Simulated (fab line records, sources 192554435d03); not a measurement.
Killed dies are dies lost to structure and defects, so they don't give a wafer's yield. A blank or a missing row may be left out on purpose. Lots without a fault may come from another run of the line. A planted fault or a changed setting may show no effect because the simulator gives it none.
Chamber matching | flow n5_finfet | N5_MOL_CONTACT_COAG_ETCH_106 on rie_diel-04: 4 sister chambers
The step etches SOC in N2/H2, target depth 80 nm, overetch 16 nm, time 120 s. 16 wafers are shown with their chamber, then 8 later ones without.

WAFERS WITH THEIR CHAMBER
wafer  | chamber | drypump_motor_current_A (A) | showerhead_plenum_p_Torr (Torr) | rf_vpp_V (V)
L074.2 | 3       | 6.04                        | 2.72                            | 527.8
L074.3 | 1       | 6.04                        | 2.61                            | 525.9
L074.6 | 3       | 6.02                        | 2.72                            | 529.2
L077.3 | 0       | 5.42                        | 2.52                            | 522.6
L077.5 | 3       | 6.04                        | 2.72                            | 527.9
L077.6 | 2       | 5.47                        | 2.43                            | 521.2
L079.2 | 3       | 6.04                        | 2.72                            | 528.8
L079.4 | 3       | 6.03                        | 2.72                            | 529.2
L079.6 | 1       | 6.00                        | 2.60                            | 526.6
L081.2 | 1       | 6.04                        | 2.60                            | 527.5
L081.3 | 3       | 6.04                        | 2.72                            | 528.7
L081.5 | 1       | 6.03                        | 2.60                            | 525.2
L086.2 | 3       | 6.04                        | 2.71                            | 527.3
L086.3 | 2       | 5.46                        | 2.42                            | 521.0
L086.4 | 1       | 6.04                        | 2.60                            | 524.4
L088.2 | 1       | 6.05                        | 2.60                            | 523.8

SIGNATURES (means of the wafers above)
reading                  | chamber 0 | chamber 1 | chamber 2 | chamber 3 | scatter within a chamber
drypump_motor_current_A  | 5.4200    | 6.0333    | 5.4650    | 6.0357    | 0.0128
showerhead_plenum_p_Torr | 2.5200    | 2.6017    | 2.4250    | 2.7186    | 0.00427
rf_vpp_V                 | 522.600   | 525.567   | 521.100   | 528.414   | 1.04
Rule: a wafer's distance from a chamber is the root of the sum, over the readings, of the square of ((its reading less the chamber's mean) divided by the reading's scatter). The wafer belongs to the nearest chamber; if the next one is less than 2 further off, it can't be placed. The scatter: the root of (the sum of the squares of (reading less its chamber's mean) over the shown wafers, divided by (wafers less chambers)).

WAFERS WITHOUT THEIR CHAMBER
wafer  | drypump_motor_current_A (A) | showerhead_plenum_p_Torr (Torr) | rf_vpp_V (V)
L088.5 | 6.03                        | 2.71                            | 526.3
L088.6 | 5.47                        | 2.42                            | 519.8
L096.3 | 6.03                        | 2.70                            | 528.3
L096.5 | 6.03                        | 2.70                            | 529.1
L096.6 | 5.45                        | 2.41                            | 519.9
L097.1 | 6.06                        | 2.59                            | 524.7
L097.5 | 6.02                        | 2.70                            | 527.2
L097.6 | 5.43                        | 2.41                            | 521.3

WHICH CHAMBER EACH WENT THROUGH
wafer  | from the rows above | in truth
L088.5 | 3                   | 3
L088.6 | 2                   | 2
L096.3 | 3                   | 3
L096.5 | 3                   | 3
L096.6 | 2                   | 2
L097.1 | 1                   | 1
L097.5 | 3                   | 3
L097.6 | 2                   | 2
Placed correctly: 8 of 8. Can't be placed from these rows: 0. Placed wrongly: 0.
